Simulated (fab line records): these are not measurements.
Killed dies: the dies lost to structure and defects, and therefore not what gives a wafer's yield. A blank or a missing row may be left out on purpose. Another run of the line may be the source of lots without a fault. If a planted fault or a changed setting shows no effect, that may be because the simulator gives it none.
Matching of chambers ; flow n5-finfet ; N5_FIN_SAQP_SPACER1_ALD_24 on ald-sin-03: 4 sister chambers
The step deposits SiO2, target thk 20.3 nm, pulse time 1 s, purge time 2 s. 4 wafers are shown with their chamber, then 10 later ones without.

## WAFERS PAIRED WITH THEIR CHAMBERS
wafer;chamber;heater-power-outer-w (W)
L079.4;0;240
L084.4;1;268
L086.3;2;253
L086.4;3;278

## WAFERS WHOSE CHAMBER IS MISSING
wafer;heater-power-outer-w (W)
L086.6;253
L092.4;262
L092.5;238
L092.6;277
L094.2;226
L094.3;260
L094.6;258
L096.1;276
L096.3;270
L096.5;239

## EACH ONE'S CHAMBER
wafer;from the rows above;in truth
L086.6;2;2
L092.4;can't be placed: 1 or 2 or 3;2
L092.5;0;0
L092.6;can't be placed: 3 or 1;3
L094.2;0;0
L094.3;can't be placed: 2 or 1 or 3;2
L094.6;can't be placed: 2 or 1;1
L096.1;can't be placed: 3 or 1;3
L096.3;can't be placed: 1 or 3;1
L096.5;0;0
Correct placement for 4 of the 10. From these rows, 6 cannot be placed; in 6 the true chamber is one of the candidates. Wrongly placed: 0.
How it was worked out, from the rows above alone: a wafer's distance from a chamber is the root of the sum, over the readings, of the square of ((its reading less the chamber's mean) divided by the reading's scatter). If the next closest chamber is less than 2 further off than the closest, the wafer can't be placed; otherwise it belongs to the closest. For every chamber, the mean is computed from those of its wafers that are shown. The scatter: root of mean squared gap, hidden wafer to nearest shown wafer, with one shown wafer a chamber.
